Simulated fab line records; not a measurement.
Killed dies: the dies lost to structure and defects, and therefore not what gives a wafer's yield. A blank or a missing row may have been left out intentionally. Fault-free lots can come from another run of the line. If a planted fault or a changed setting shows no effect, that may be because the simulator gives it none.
fab line records	flow n5-finfet
[record] lots = 10	wafers = 29	last-day = 21
route steps=1938 shown BEOL_M0@750 BEOL_M1@765 BEOL_M4@1111 PASSIVATION@1936
lots that met no fault: from a run of the same line without faults
start-h: hours from the record's first day to the start of the lot's first wafer shown	wait-h: hours elapsed since this lot's preceding step	" same as the row above	L1.1+2: one row covering several wafers at once	- no value, or no start was given	* or withheld: withheld	< > ~ a bound
route shown NAME@n: NAME is a module with steps in the file, n the number in the route of the first one	usual: the fault-free wafers' mean and standard deviation	same: alike in all rows	chamber/n: place in a boat	sites: per-site readings	_std_site: the standard deviation of these	_edge_site: inner sites' mean taken away from outer sites' mean	radius-mm: how far each site lies from the wafer's centre	mask NAME#n: copy n	behind: the most recent tool/chamber to have shaped the wafer	hold: why the lot went on hold/how many hours it stayed there/how the hold came to an end	device: whichever transistor did not switch (one of n, p or np)	end of line: tests run on the same wafers once the route is complete	a step given without rows: its recipe and nothing more	killed: count of dies lost to structure and defects at first sort (not the wafer's yield)	map: the dies of a wafer, with x for killed, . for not killed, _ for no die there
set.NAME: setting as actually run; set.NAME@STEP: the setting as run at that earlier step	model.NAME: the simulator's own value behind a step, which no gauge read
a sample of lots followed through the steps of the route, with each step as a table and each wafer as a row
services: a tool's chamber out of use, with start hour (start-h, from the record's first day; less than 0 if before it), hours out, and reason
[[steps]]
[step N5_BEOL_M0_INSPECT_127]
[recipe] inspect-instrument = darkfield	mode = post-dep
[usual] raw-defect-count = 65/20
lot.wafer	tool	chamber	start-h	wait-h	raw-defect-count
L704.2	defect-inspect-02	-	125.02	0.0	53
L704.5	"	-	"	"	31
L704.6	"	-	"	"	68
L705.2	defect-inspect-02	-	134.03	0.0	91
L705.4	"	-	"	"	67
L705.6	"	-	"	"	90
L707.1	defect-inspect-01	-	144.01	0.0	71
L707.2	"	-	"	"	68
L707.4	"	-	"	"	56
L715.1	defect-inspect-02	-	191.43	0.0	45
L715.4	"	-	"	"	94
L717.1	defect-inspect-01	-	199.66	0.0	41
L717.3	"	-	"	"	63
L717.5	"	-	"	"	45
L719.1	defect-inspect-02	-	216.23	0.0	81
L719.2	"	-	"	"	43
L719.4	"	-	"	"	45
L722.3	defect-inspect-02	-	233.36	0.0	41
L722.4	"	-	"	"	54
L722.6	"	-	"	"	58
L724.1	defect-inspect-02	-	249.33	0.0	33
L724.3	"	-	"	"	59
L724.6	"	-	"	"	67
L725.1	defect-inspect-02	-	252.66	0.0	49
L725.3	"	-	"	"	33
L725.5	"	-	"	"	55
L726.1	defect-inspect-01	-	255.71	0.0	112
L726.4	"	-	"	"	78
L726.5	"	-	"	"	67
[step N5_BEOL_M1_OVL_MEAS_12]
[recipe] points-per-wafer = 522
[usual] M1_OVL = 0.2/0.62
lot.wafer	tool	chamber	start-h	wait-h	M1_OVL[nm]
L704.2	overlay-01	0	127.53	0.0	0.2
L704.5	"	0	"	"	0.2
L704.6	"	0	"	"	0.3
L705.2	overlay-01	0	134.85	0.0	0.3
L705.4	"	0	"	"	0.3
L705.6	"	0	"	"	-1.1
L707.1	overlay-02	0	147.37	0.0	0.7
L707.2	"	0	"	"	0.0
L707.4	"	0	"	"	-0.1
L715.1	overlay-01	0	192.78	0.0	0.2
L715.4	"	0	"	"	-0.2
L717.1	overlay-02	0	201.30	0.0	-0.8
L717.3	"	0	"	"	0.1
L717.5	"	0	"	"	0.2
L719.1	overlay-01	0	218.47	0.0	1.4
L719.2	"	0	"	"	0.9
L719.4	"	0	"	"	1.4
L722.3	overlay-01	0	234.32	0.0	0.0
L722.4	"	0	"	"	-0.4
L722.6	"	0	"	"	-0.2
L724.1	overlay-01	0	250.43	0.0	1.2
L724.3	"	0	"	"	-0.4
L724.6	"	0	"	"	0.1
L725.1	overlay-01	0	253.81	0.0	0.1
L725.3	"	0	"	"	0.4
L725.5	"	0	"	"	0.6
L726.1	overlay-01	0	257.96	0.0	0.4
L726.4	"	0	"	"	0.5
L726.5	"	0	"	"	0.0
[step N5_BEOL_M1_ETCH_64]
[recipe] chemistry = N2/H2	target = SOC	target-depth-a = 750	overetch-a = 150	mask-material = SiARC	temp-c = 40	time-s = 112.5	ion-energy-ev = 200	pressure-mtorr = 30	source-w = 840	bias-w = 150	n2-flow-sccm = 200	h2-flow-sccm = 200
[usual] drypump-motor-current-A = 5.6/0.37	oes-product-au = 0.63/0.068	rf-vpp-V = 523.7/2.7	showerhead-plenum-p-Torr = 2.54/0.1	temp-c = 40.00/0.11	throttle-valve-pct = 17.8/0.34
lot.wafer	tool	chamber	start-h	wait-h	drypump-motor-current-A	oes-product-au	rf-hours-counter-h	rf-vpp-V	showerhead-plenum-p-Torr	temp-c	throttle-valve-pct
L704.2	rie-diel-06	2	127.69	0.0	6.0	0.59	166	520.0	2.44	40.01	18.2
L704.5	"	1	"	"	5.6	0.73	-	523.3	2.49	39.76	17.6
L704.6	"	0	"	"	5.2	0.62	-	521.9	2.55	39.93	17.8
L705.2	rie-diel-06	3	135.02	0.0	6.4	0.60	174	521.3	2.41	40.13	17.3
L705.4	"	1	"	"	5.6	0.73	26	522.4	2.49	40.01	17.7
L705.6	"	0	"	"	5.2	0.61	-	523.5	2.55	39.99	17.8
L707.1	rie-diel-06	0	147.61	0.0	5.2	0.61	157	523.1	2.55	39.92	17.8
L707.2	"	1	"	"	5.7	0.71	30	523.8	2.49	39.85	17.7
L707.4	"	2	"	"	6.0	0.59	171	521.4	2.43	39.88	18.3
L715.1	rie-diel-06	0	192.95	0.0	5.1	0.60	169	523.6	2.54	40.00	17.8
L715.4	"	1	"	"	5.6	0.70	43	522.2	2.48	40.07	17.7
L717.1	rie-diel-06	0	201.47	0.0	5.2	0.60	171	525.4	2.54	40.05	17.8
L717.3	"	2	"	"	6.0	0.58	186	520.5	2.43	40.04	18.3
L717.5	"	0	"	"	5.2	0.60	-	524.1	2.54	40.26	17.8
L719.1	rie-diel-01	2	218.65	0.0	5.7	0.61	157	523.6	2.56	39.92	18.0
L719.2	"	3	"	"	5.6	0.68	53	528.3	2.73	39.92	18.2
L719.4	"	1	"	"	5.6	0.55	-	526.4	2.59	40.13	18.0
L722.3	rie-diel-05	3	234.48	0.0	5.1	0.57	200	521.1	2.42	39.88	18.5
L722.4	"	0	"	"	5.4	0.72	33	527.9	2.71	39.93	17.6
L722.6	"	1	"	"	5.6	0.58	-	523.6	2.52	40.18	17.7
L724.1	rie-diel-01	0	250.61	0.0	5.2	0.75	14	524.6	2.58	40.03	17.2
L724.3	"	1	"	"	5.6	0.79	0	524.8	2.59	39.94	17.5
L724.6	"	0	"	"	5.2	0.74	-	525.7	2.58	40.01	17.2
L725.1	rie-diel-01	2	254.36	0.0	5.7	0.60	168	525.2	2.56	40.00	18.0
L725.3	"	1	"	"	5.5	0.77	2	525.2	2.58	40.01	17.5
L725.5	"	2	"	"	5.7	0.60	-	524.1	2.56	39.92	18.0
L726.1	rie-diel-01	0	258.13	0.0	5.2	0.74	17	526.0	2.58	39.97	17.2
L726.4	"	1	"	"	5.6	0.76	4	524.5	2.58	39.90	17.5
L726.5	"	0	"	"	5.2	0.73	-	524.9	2.58	40.05	17.2
[step N5_BEOL_M1_CD_MEAS_18]
[recipe] pitch-nm = 36	target-cd-nm = 18
[usual] cd-nm = 18.1/0.38
lot.wafer	tool	chamber	start-h	wait-h	cd-nm
L704.2	cd-sem-01	-	128.04	0.1	18.2
L704.5	"	-	"	"	18.3
L704.6	"	-	"	"	17.2
L705.2	cd-sem-03	-	135.46	0.1	17.6
L705.4	"	-	"	"	17.8
L705.6	"	-	"	"	18.0
L707.1	cd-sem-03	-	148.05	0.0	19.2
L707.2	"	-	"	"	18.0
L707.4	"	-	"	"	17.9
L715.1	cd-sem-03	-	193.44	0.0	19.6
L715.4	"	-	"	"	18.3
L717.1	cd-sem-03	-	201.82	0.0	19.2
L717.3	"	-	"	"	17.7
L717.5	"	-	"	"	19.3
L719.1	cd-sem-03	-	219.11	0.0	18.3
L719.2	"	-	"	"	18.0
L719.4	"	-	"	"	17.8
L722.3	cd-sem-01	-	234.84	0.1	18.2
L722.4	"	-	"	"	18.2
L722.6	"	-	"	"	18.1
L724.1	cd-sem-01	-	250.96	0.0	18.0
L724.3	"	-	"	"	17.9
L724.6	"	-	"	"	17.8
L725.1	cd-sem-03	-	254.76	0.0	18.2
L725.3	"	-	"	"	18.0
L725.5	"	-	"	"	18.3
L726.1	cd-sem-02	-	258.48	0.0	18.0
L726.4	"	-	"	"	17.3
L726.5	"	-	"	"	18.0
[step N5_BEOL_M1_OVL_MEAS_29]
[recipe] points-per-wafer = 522
[usual] V0_OVL = 0.1/0.54
lot.wafer	tool	chamber	start-h	wait-h	V0_OVL[nm]
L704.2	overlay-02	0	128.52	0.0	0.3
L704.5	"	0	"	"	0.2
L704.6	"	0	"	"	-0.3
L705.2	overlay-02	0	135.93	0.0	-0.1
L705.4	"	0	"	"	-0.1
L705.6	"	0	"	"	-0.3
L707.1	overlay-01	0	148.40	0.0	0.5
L707.2	"	0	"	"	-0.4
L707.4	"	0	"	"	-0.1
L715.1	overlay-01	0	193.79	0.0	0.1
L715.4	"	0	"	"	0.4
L717.1	overlay-02	0	202.17	0.0	-0.1
L717.3	"	0	"	"	0.8
L717.5	"	0	"	"	-0.6
L719.1	overlay-01	0	219.59	0.0	-0.2
L719.2	"	0	"	"	1.0
L719.4	"	0	"	"	-0.6
L722.3	overlay-01	0	235.20	0.0	-0.2
L722.4	"	0	"	"	-0.6
L722.6	"	0	"	"	-0.7
L724.1	overlay-01	0	251.31	0.0	0.7
L724.3	"	0	"	"	1.3
L724.6	"	0	"	"	0.1
L725.1	overlay-01	0	255.11	0.0	0.6
L725.3	"	0	"	"	0.2
L725.5	"	0	"	"	0.0
L726.1	overlay-01	0	258.95	0.0	-0.6
L726.4	"	0	"	"	0.0
L726.5	"	0	"	"	-0.4
[step N5_BEOL_M4_RC_MEAS_101]
[usual] DIBL_N = 36.3/1.9	DIBL_P = 36.6/2.4	IOFF_N = 0.17/0.037	IOFF_P = 0.23/0.04	ION_N = 682/14	ION_P = 468/8.6	SS_N = 71.6/0.67	SS_P = 73.4/0.71	VT_N = 248/3.3	VT_P = -248.9/2.9
lot.wafer	tool	chamber	start-h	wait-h	DIBL_N[mV/V]	DIBL_P[mV/V]	IOFF_N[nA/um]	IOFF_P[nA/um]	ION_N[uA/um]	ION_P[uA/um]	SS_N[mV/dec]	SS_P[mV/dec]	VT_N[mV]	VT_P[mV]
L705.2	prober-02	0	193.74	0.2	38.4	39.9	0.23	0.31	712	486	71.0	73.5	242	-240.0
L705.4	"	0	"	"	35.0	36.2	0.15	0.23	681	475	71.3	73.2	248	-247.9
L705.6	"	0	"	"	38.3	40.1	0.21	0.29	688	474	72.5	74.1	246	-244.0
L707.1	prober-02	0	204.44	0.0	37.2	39.3	0.16	0.22	669	467	71.4	74.1	252	-252.9
L707.2	"	0	"	"	40.0	41.9	0.24	0.29	693	473	72.5	74.5	244	-247.4
L707.4	"	0	"	"	35.0	36.7	0.14	0.19	680	472	70.8	73.9	253	-253.2
L704.2	prober-02	0	213.27	0.2	36.9	37.1	0.17	0.23	666	460	72.4	73.1	251	-250.3
L704.5	"	0	"	"	39.7	39.7	0.26	0.29	687	468	72.9	74.1	242	-244.7
L704.6	"	0	"	"	34.5	34.6	0.13	0.19	652	454	70.9	72.6	254	-249.8
L715.1	prober-02	0	277.98	0.0	37.4	36.6	0.16	0.20	685	459	71.6	72.4	248	-250.5
L715.4	"	0	"	"	35.4	35.2	0.13	0.19	676	466	71.3	72.6	251	-250.7
L717.1	prober-02	0	293.75	0.0	36.4	37.6	0.17	0.21	697	475	72.1	74.1	250	-250.9
L717.3	"	0	"	"	36.3	37.2	0.18	0.20	693	471	70.9	74.6	245	-252.2
L717.5	"	0	"	"	35.1	35.8	0.15	0.18	676	455	71.2	73.4	251	-253.6
L719.1	prober-01	0	295.69	0.0	37.4	38.4	0.19	0.25	677	463	71.4	74.8	246	-245.6
L719.2	"	0	"	"	38.9	39.7	0.24	0.29	692	469	72.0	74.4	243	-246.7
L719.4	"	0	"	"	36.1	36.4	0.17	0.22	676	465	71.7	73.8	249	-247.4
L722.3	prober-01	0	352.17	0.3	37.1	35.5	0.17	0.25	677	473	72.8	73.9	250	-244.3
L722.4	"	0	"	"	36.6	34.8	0.16	0.24	701	484	72.0	74.0	245	-246.2
L722.6	"	0	"	"	38.4	37.9	0.21	0.29	707	489	72.0	74.2	246	-245.7
L725.1	prober-02	0	354.11	0.0	38.4	38.1	0.21	0.25	678	456	72.1	74.1	246	-249.8
L725.3	"	0	"	"	37.6	37.3	0.19	0.23	691	466	71.6	73.4	248	-249.7
L725.5	"	0	"	"	39.3	38.2	0.21	0.24	688	461	72.5	73.4	245	-248.9
L724.1	prober-02	0	356.44	0.0	33.8	34.9	0.16	0.20	699	479	70.9	73.0	246	-250.3
L724.3	"	0	"	"	36.8	37.7	0.21	0.24	699	474	71.7	74.2	246	-246.6
L724.6	"	0	"	"	36.8	37.2	0.22	0.24	698	472	71.5	73.2	242	-250.8
L726.1	prober-02	0	375.51	0.0	34.3	33.4	0.14	0.17	669	459	71.1	72.8	250	-252.5
L726.4	"	0	"	"	34.5	34.6	0.14	0.18	678	469	70.5	73.0	250	-248.1
L726.5	"	0	"	"	34.6	34.5	0.14	0.18	672	456	71.4	72.8	250	-248.1
[step N5_PASSIVATION_PROBE_49]
[usual] defect-limited-yield = 91.2/1.5	killed_at_M0_to_M3 = 35/12	killed_at_M4_up = 14/5.1	killed-at-contacts = 13/6	killed-at-front-end = 38/12	killed-at-other = 4/3.5	killed-dies = 104/18	killed-open = 68/13	killed-short = 33/8.1	sort_bin_5_function = 5.2/1	sort_bin_6_memory = 3.2/0.69	sort_bin_8_speed = 0.01/0.051	sort-n-pass = 1076/18	sort-yield-pct = 91.2/1.5
[same] gross-dies = 1180	killed-at-back-side = 0	sort_bin_4_leakage[%] = 0
lot.wafer	tool	chamber	start-h	wait-h	defect-limited-yield[%]	killed_at_M0_to_M3	killed_at_M4_up	killed-at-contacts	killed-at-front-end	killed-at-other	killed-dies	killed-open	killed-short	sort_bin_5_function[%]	sort_bin_6_memory[%]	sort_bin_8_speed[%]	sort-n-pass	sort-yield-pct[%]
L705.2	prober-02	-	317.63	0.1	90.8	23	20	16	48	1	108	68	30	6.0	2.8	0	1072	90.8
L705.4	prober-02	-	317.73	0.2	91.9	20	14	10	51	0	95	61	26	4.5	3.1	0	1085	91.9
L705.6	prober-02	-	317.83	0.3	92.4	29	8	17	32	4	90	63	24	4.5	3.0	0	1090	92.4
L704.2	prober-02	-	327.49	0.1	91.6	42	12	12	29	4	99	65	33	4.7	3.3	0	1081	91.6
L704.5	prober-02	-	327.64	0.2	91.0	41	7	12	36	10	106	72	33	5.8	3.1	0	1074	91.0
L704.6	prober-02	-	327.69	0.3	89.8	33	15	9	44	19	120	78	41	5.9	4.0	0	1060	89.8
L707.1	prober-01	-	329.35	0.0	90.4	25	14	28	30	16	113	72	41	5.4	3.9	0	1067	90.4
L707.2	prober-01	-	329.40	0.1	91.4	37	7	19	32	6	101	62	38	4.7	3.5	0	1079	91.4
L707.4	prober-01	-	329.50	0.2	92.4	25	10	12	42	1	90	62	28	4.9	2.4	0	1090	92.4
L715.1	prober-02	-	386.71	0.0	88.3	61	25	5	40	7	138	95	40	7.4	4.0	0	1042	88.3
L715.4	prober-02	-	386.86	0.2	90.6	60	7	3	36	5	111	78	31	5.4	3.3	0	1069	90.6
L717.1	prober-02	-	403.22	0.0	92.5	34	11	6	31	7	89	58	29	4.7	2.5	0	1091	92.5
L717.3	prober-02	-	403.32	0.1	91.4	57	9	11	20	5	102	62	40	5.3	2.9	0	1078	91.4
L717.5	prober-02	-	403.42	0.2	92.1	54	11	8	15	5	93	56	36	4.1	3.5	0	1087	92.1
L719.1	prober-01	-	403.99	0.0	90.7	26	23	11	48	2	110	72	36	5.8	2.8	0.08	1070	90.7
L719.2	prober-01	-	404.04	0.1	90.8	33	14	11	49	2	109	59	50	5.3	3.4	0	1071	90.8
L719.4	prober-01	-	404.14	0.2	87.5	50	20	13	58	7	148	87	61	6.8	5.3	0	1032	87.5
L722.3	prober-02	-	460.80	0.1	92.9	21	8	16	37	2	84	53	24	4.5	2.5	0	1096	92.9
L722.4	prober-02	-	460.85	0.2	90.4	40	20	11	41	1	113	74	34	4.3	4.7	0	1067	90.4
L722.6	prober-02	-	460.95	0.3	92.5	41	9	5	31	2	88	46	42	4.4	2.6	0	1092	92.5
L725.1	prober-02	-	461.33	0.0	91.1	38	17	22	28	0	105	69	32	6.4	2.4	0	1075	91.1
L725.3	prober-02	-	461.43	0.1	89.9	26	17	28	47	1	119	77	31	5.3	3.6	0	1061	89.9
L725.5	prober-02	-	461.53	0.2	90.7	39	12	23	34	2	110	77	26	5.1	3.6	0	1070	90.7
L724.1	prober-02	-	468.82	0.0	93.0	29	16	8	29	1	83	58	24	4.4	2.5	0	1097	93.0
L724.3	prober-02	-	468.92	0.1	92.9	36	25	5	16	2	84	64	20	4.2	2.7	0	1096	92.9
L724.6	prober-02	-	469.07	0.3	91.2	46	15	7	36	0	104	64	34	4.8	3.1	0.08	1076	91.2
L726.1	prober-02	-	500.25	0.0	89.7	37	15	6	48	16	122	69	47	6.2	3.8	0	1058	89.7
L726.4	prober-02	-	500.40	0.2	90.3	39	12	15	39	9	114	66	44	5.8	3.3	0	1066	90.3
L726.5	prober-02	-	500.45	0.2	90.1	31	6	24	43	13	117	78	34	6.1	3.0	0	1063	90.1
// killed by level:class
L705.2 MOL_CONTACT_COAG:geometric-particle:open=13 BEOL_M4:geometric-particle:open=11 STI_FIN_REVEAL:geometric-particle:open=9 FIN_CUT:area-etch=8 FIN_SAQP:geometric-particle:short=7 FIN_SAQP:geometric-particle:open=6 BEOL_M0_SAQP:geometric-particle:open=6 BEOL_M3:geometric-particle:open=5
L705.4 FIN_SAQP:geometric-particle:open=12 STI_FIN_REVEAL:geometric-particle:open=12 MOL_CONTACT_COAG:geometric-particle:open=9 BEOL_M4:geometric-particle:open=7 DUMMY_GATE:geometric-particle:open=7 FIN_SAQP:geometric-particle:short=6 BEOL_M0_SAQP:geometric-particle:short=5 BEOL_M1:geometric-particle:short=4
L705.6 MOL_CONTACT_COAG:geometric-particle:open=15 STI_FIN_REVEAL:geometric-particle:open=12 BEOL_M0_SAQP:geometric-particle:open=8 BEOL_M1:geometric-particle:open=8 BEOL_M0_SAQP:geometric-particle:short=6 FIN_SAQP:geometric-particle:short=5 FIN_SAQP:geometric-particle:open=3 BEOL_M0:geometric-particle:open=3
L704.2 BEOL_M0_SAQP:geometric-particle:open=14 BEOL_M0_SAQP:geometric-particle:short=13 MOL_CONTACT_COAG:geometric-particle:open=11 FIN_SAQP:geometric-particle:short=6 FIN_SAQP:geometric-particle:open=4 STI_FIN_REVEAL:geometric-particle:open=4 ILD0:geometric-particle:short=4 ILD0:geometric-particle:open=4
L704.5 BEOL_M0_SAQP:geometric-particle:open=21 FIN_SAQP:geometric-particle:short=12 BEOL_M0_SAQP:geometric-particle:short=11 MOL_CONTACT_COAG:geometric-particle:open=9 FIN_SAQP:geometric-particle:open=6 STI_FIN_REVEAL:geometric-particle:open=6 BEOL_M2:geometric-particle:open=5 PAD_METAL:geometric-particle:open=5
L704.6 FIN_SAQP:geometric-particle:open=13 FIN_SAQP:geometric-particle:short=12 BEOL_M3:geometric-particle:open=9 PAD_METAL:geometric-particle:short=9 BEOL_M4:geometric-particle:open=8 PAD_METAL:geometric-particle:open=8 MOL_CONTACT_COAG:geometric-particle:open=7 BEOL_M0_SAQP:geometric-particle:short=7
L707.1 MOL_CONTACT_COAG:geometric-particle:open=20 BEOL_M1:geometric-particle:open=10 STI_FIN_REVEAL:geometric-particle:open=8 MOL_CONTACT_COAG:geometric-particle:short=8 FIN_SAQP:geometric-particle:open=4 STARTING-WAFER:geometric-particle:short=4 BEOL_M3:geometric-particle:open=4 BEOL_M4:geometric-particle:open=4
L707.2 MOL_CONTACT_COAG:geometric-particle:open=17 BEOL_M3:geometric-particle:open=10 BEOL_M0_SAQP:geometric-particle:short=7 FIN_SAQP:geometric-particle:short=6 BEOL_M0_SAQP:geometric-particle:open=6 GATE_CUT:geometric-particle:short=5 BEOL_M3:geometric-particle:short=5 STI_FIN_REVEAL:geometric-particle:open=4
L707.4 BEOL_M3:geometric-particle:open=11 MOL_CONTACT_COAG:geometric-particle:open=10 STI_FIN_REVEAL:geometric-particle:open=9 GATE_CUT:geometric-particle:short=6 DUMMY_GATE:geometric-particle:open=5 BEOL_M0_SAQP:geometric-particle:open=5 FIN_SAQP:geometric-particle:short=4 GATE_CUT:geometric-particle:open=4
L715.1 BEOL_M3:geometric-particle:open=14 BEOL_M4:geometric-particle:open=14 BEOL_M0_SAQP:geometric-particle:short=13 BEOL_M0_SAQP:geometric-particle:open=13 BEOL_M2:geometric-particle:open=10 DUMMY_GATE:geometric-particle:open=6 FIN_SAQP:geometric-particle:open=5 FIN_SAQP:geometric-particle:short=5
L715.4 BEOL_M3:geometric-particle:open=14 BEOL_M2:geometric-particle:open=13 FIN_SAQP:geometric-particle:short=12 FIN_SAQP:geometric-particle:open=10 BEOL_M0_SAQP:geometric-particle:open=8 BEOL_M0:geometric-particle:open=7 BEOL_M0_SAQP:geometric-particle:short=6 BEOL_M1:geometric-particle:open=4
L717.1 BEOL_M2:geometric-particle:open=12 BEOL_M3:geometric-particle:open=8 MOL_CONTACT_COAG:geometric-particle:open=6 STARTING-WAFER:geometric-particle:open=5 GATE_CUT:geometric-particle:open=4 GATE_CUT:geometric-particle:short=4 PAD_METAL:geometric-particle:short=4 STARTING-WAFER:geometric-particle:short=4
L717.3 BEOL_M1:geometric-particle:short=13 BEOL_M1:geometric-particle:open=9 MOL_CONTACT_COAG:geometric-particle:open=9 FIN_SAQP:geometric-particle:short=8 BEOL_M2:geometric-particle:open=8 BEOL_M3:geometric-particle:open=8 BEOL_M0_SAQP:geometric-particle:open=6 BEOL_M0:geometric-particle:open=6
L717.5 BEOL_M3:geometric-particle:open=13 BEOL_M2:geometric-particle:open=13 BEOL_M0_SAQP:geometric-particle:short=9 FIN_SAQP:geometric-particle:short=7 MOL_CONTACT_COAG:geometric-particle:open=5 BEOL_M0_SAQP:geometric-particle:open=5 STI_FIN_REVEAL:geometric-particle:open=4 BEOL_M0:geometric-particle:open=4
L719.1 STI_FIN_REVEAL:geometric-particle:open=16 BEOL_M4:geometric-particle:open=12 MOL_CONTACT_COAG:geometric-particle:open=8 BEOL_M0_SAQP:geometric-particle:short=6 STI_FIN_REVEAL:geometric-particle:short=5 GATE_CUT:geometric-particle:short=5 FIN_SAQP:geometric-particle:short=4 FIN_SAQP:geometric-particle:open=4
L719.2 FIN_SAQP:geometric-particle:short=11 BEOL_M0_SAQP:geometric-particle:short=11 FIN_SAQP:geometric-particle:open=8 MOL_CONTACT_COAG:geometric-particle:open=7 STI_FIN_REVEAL:geometric-particle:open=6 GATE_CUT:geometric-particle:short=6 BEOL_M0_SAQP:geometric-particle:open=6 BEOL_M3:geometric-particle:open=5
L719.4 BEOL_M0_SAQP:geometric-particle:short=19 BEOL_M0_SAQP:geometric-particle:open=14 FIN_SAQP:geometric-particle:open=12 MOL_CONTACT_COAG:geometric-particle:open=12 BEOL_M4:geometric-particle:open=10 FIN_SAQP:geometric-particle:short=9 DUMMY_GATE:geometric-particle:open=6 GATE_CUT:geometric-particle:short=5
L722.3 MOL_CONTACT_COAG:geometric-particle:open=15 FIN_SAQP:geometric-particle:short=7 FIN_CUT:area-etch=7 STI_FIN_REVEAL:geometric-particle:open=5 BEOL_M0_SAQP:geometric-particle:short=4 BEOL_M1:geometric-particle:open=4 BEOL_M2:geometric-particle:open=4 DUMMY_GATE:geometric-particle:open=3
L722.4 BEOL_M0_SAQP:geometric-particle:open=12 BEOL_M3:geometric-particle:open=10 MOL_CONTACT_COAG:geometric-particle:open=9 BEOL_M4:geometric-particle:open=9 BEOL_M0_SAQP:geometric-particle:short=8 FIN_SAQP:geometric-particle:open=7 GATE_CUT:geometric-particle:short=7 STI_FIN_REVEAL:geometric-particle:open=6
L722.6 FIN_SAQP:geometric-particle:short=12 BEOL_M0_SAQP:geometric-particle:short=10 BEOL_M2:geometric-particle:open=7 BEOL_M3:geometric-particle:open=6 GATE_CUT:geometric-particle:short=5 FIN_SAQP:geometric-particle:open=4 MOL_CONTACT_COAG:geometric-particle:open=4 BEOL_M0_SAQP:geometric-particle:open=4
L725.1 MOL_CONTACT_COAG:geometric-particle:open=20 BEOL_M0_SAQP:geometric-particle:open=10 BEOL_M4:geometric-particle:open=8 BEOL_M2:geometric-particle:open=7 BEOL_M0:geometric-particle:short=6 BEOL_M0_SAQP:geometric-particle:short=5 BEOL_M5:geometric-particle:open=5 STI_FIN_REVEAL:geometric-particle:open=4
L725.3 MOL_CONTACT_COAG:geometric-particle:open=24 STI_FIN_REVEAL:geometric-particle:open=16 HKMG_FIN:area-etch=9 BEOL_M4:geometric-particle:open=7 BEOL_M0_SAQP:geometric-particle:short=5 BEOL_M3:geometric-particle:open=5 GATE_CUT:geometric-particle:short=4 MOL_CONTACT_COAG:geometric-particle:short=4
L725.5 MOL_CONTACT_COAG:geometric-particle:open=18 BEOL_M0_SAQP:geometric-particle:open=11 BEOL_M3:geometric-particle:open=7 BEOL_M1:geometric-particle:open=7 STI_FIN_REVEAL:geometric-particle:open=6 BEOL_M4:geometric-particle:open=6 HKMG_FIN:area-etch=6 STARTING-WAFER:geometric-particle:short=5
L724.1 FIN_SAQP:geometric-particle:open=8 STI_FIN_REVEAL:geometric-particle:open=7 MOL_CONTACT_COAG:geometric-particle:open=7 BEOL_M0_SAQP:geometric-particle:open=6 FIN_SAQP:geometric-particle:short=5 BEOL_M3:geometric-particle:open=5 BEOL_M2:geometric-particle:open=4 BEOL_M4:geometric-particle:open=4
L724.3 BEOL_M0_SAQP:geometric-particle:open=9 BEOL_M4:geometric-particle:open=8 BEOL_M2:geometric-particle:open=7 BEOL_M5:geometric-particle:open=6 BEOL_M3:geometric-particle:open=5 BEOL_M0_SAQP:geometric-particle:short=5 FIN_SAQP:geometric-particle:open=4 MOL_CONTACT_COAG:geometric-particle:open=4
L724.6 BEOL_M0_SAQP:geometric-particle:open=9 BEOL_M1:geometric-particle:open=9 GATE_CUT:geometric-particle:short=7 MOL_CONTACT_COAG:geometric-particle:open=7 DUMMY_GATE:geometric-particle:open=6 BEOL_M2:geometric-particle:open=6 BEOL_M3:geometric-particle:open=6 BEOL_M4:geometric-particle:open=6
L726.1 FIN_SAQP:geometric-particle:open=12 BEOL_M1:geometric-particle:open=9 FIN_SAQP:geometric-particle:short=8 GATE_CUT:geometric-particle:short=8 BEOL_M0_SAQP:geometric-particle:open=8 BEOL_M3:geometric-particle:open=7 BEOL_M0_SAQP:geometric-particle:short=6 STI_FIN_REVEAL:geometric-particle:open=5
L726.4 MOL_CONTACT_COAG:geometric-particle:open=11 BEOL_M1:geometric-particle:open=11 FIN_SAQP:geometric-particle:open=9 FIN_SAQP:geometric-particle:short=8 BEOL_M3:geometric-particle:open=8 BEOL_M0_SAQP:geometric-particle:short=6 BEOL_M1:geometric-particle:short=6 STI_FIN_REVEAL:geometric-particle:open=5
L726.5 MOL_CONTACT_COAG:geometric-particle:open=18 BEOL_M3:geometric-particle:open=9 FIN_SAQP:geometric-particle:open=8 BEOL_M2:geometric-particle:open=8 STI_FIN_REVEAL:geometric-particle:open=7 GATE_CUT:geometric-particle:short=7 MOL_CONTACT_COAG:geometric-particle:short=6 BEOL_M0_SAQP:geometric-particle:open=6
[[services]]
tool	chamber	start-h	hours	kind
rie-diel-06	3	104.29	20.8	repair
rie-diel-01	0	119.86	2.3	repair
rie-diel-01	0	130.11	3.8	repair
rie-diel-01	0	160.98	-	clean
rie-diel-01	0	160.98	-	consumable-replace:focus-ring
rie-diel-01	0	160.98	27.1	scheduled-down
rie-diel-01	0	160.98	27.1	vent-cycle
rie-diel-01	1	187.03	11.1	repair
rie-diel-06	3	221.81	4.5	repair
rie-diel-01	1	228.89	-	clean
rie-diel-01	1	228.89	-	consumable-replace:focus-ring
rie-diel-01	1	228.89	18.5	scheduled-down
rie-diel-01	1	228.89	18.5	vent-cycle
rie-diel-01	2	245.04	7.4	repair
rie-diel-06	3	253.95	6.9	repair
[[key]]
[first-sign] step = N5_BEOL_M1_CD_MEAS_18	reading = cd-nm	direction = up	sigmas = 3.4	usual = 18.1	struck = 19.4
effect none on later readings
met-at N5_BEOL_M1_ETCH_64
struck-lots L715,L717
struck-wafers L715.1,L717.1,L717.5
not-acting-at N5_BEOL_M0_INSPECT_127,N5_BEOL_M1_OVL_MEAS_12,N5_BEOL_M1_OVL_MEAS_29
onset-between 147.61 192.95
[fault] kind = process-parameter-drift	tool = rie-diel-06	chamber = -	onset-h = 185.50	steps = N5_BEOL_M1_ETCH_64	channel = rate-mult	offset = 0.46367	shape = step	end-h = 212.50	scope = struck-wafers-only
